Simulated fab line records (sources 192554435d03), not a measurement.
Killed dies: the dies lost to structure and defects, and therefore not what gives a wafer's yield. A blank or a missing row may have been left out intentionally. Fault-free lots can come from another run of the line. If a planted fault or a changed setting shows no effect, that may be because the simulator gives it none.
Chamber matching :: flow n5 finfet :: 3 sister chambers for N5_BEOL_M7_CURE_74 on uv cure-03
The step cures SiCOH lowk, time 240 s. 6 wafers are shown with their chamber, then 8 later ones without.

WAFERS, EACH WITH ITS CHAMBER
wafer: L080.4
chamber: 1
wafer_temp_C_max: 386.8
lamp power pct (%): 52.24

wafer: L080.6
chamber: 1
wafer_temp_C_max: 386.7
lamp power pct (%): 52.39

wafer: L082.3
chamber: 2
wafer_temp_C_max: 385.5
lamp power pct (%): 52.38

wafer: L082.5
chamber: 2
wafer_temp_C_max: 385.9
lamp power pct (%): 52.18

wafer: L085.4
chamber: 0
wafer_temp_C_max: 386.8
lamp power pct (%): 52.28

wafer: L088.1
chamber: 0
wafer_temp_C_max: 387.4
lamp power pct (%): 52.37

WAFERS WHOSE CHAMBER IS MISSING
wafer: L088.2
wafer_temp_C_max: 387.1
lamp power pct (%): 52.38

wafer: L088.3
wafer_temp_C_max: 387.4
lamp power pct (%): 52.36

wafer: L088.4
wafer_temp_C_max: 387.9
lamp power pct (%): 52.27

wafer: L088.5
wafer_temp_C_max: 386.8
lamp power pct (%): 52.26

wafer: L088.6
wafer_temp_C_max: 386.9
lamp power pct (%): 52.34

wafer: L090.3
wafer_temp_C_max: 386.5
lamp power pct (%): 52.39

wafer: L090.4
wafer_temp_C_max: 387.0
lamp power pct (%): 52.29

wafer: L090.5
wafer_temp_C_max: 386.6
lamp power pct (%): 52.34

WHICH CHAMBER EACH ONE RAN IN
wafer: L088.2
from the rows above: can't be placed: 0 or 1
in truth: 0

wafer: L088.3
from the rows above: can't be placed: 0 or 1
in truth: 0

wafer: L088.4
from the rows above: can't be placed: 0 or 1
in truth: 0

wafer: L088.5
from the rows above: can't be placed: 1 or 0
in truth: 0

wafer: L088.6
from the rows above: can't be placed: 1 or 0
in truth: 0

wafer: L090.3
from the rows above: can't be placed: 1 or 0 or 2
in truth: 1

wafer: L090.4
from the rows above: can't be placed: 0 or 1
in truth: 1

wafer: L090.5
from the rows above: can't be placed: 1 or 0
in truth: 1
Placed correctly: 0 of 8. From these rows, 8 cannot be placed; in 8 the true chamber is one of the candidates. Placed wrongly: 0.
How it was worked out, from the rows above alone: a wafer's distance from a chamber is the root of the sum, over the readings, of the square of ((its reading less the chamber's mean) divided by the reading's scatter). If the next closest chamber is less than 2 further off than the closest, the wafer can't be placed; otherwise it belongs to the closest. A chamber's mean is the mean of its shown wafers. How the scatter is found: for the shown wafers, subtract from each reading the mean of its chamber, square and add these, divide the total by (wafers less chambers), then take the root.
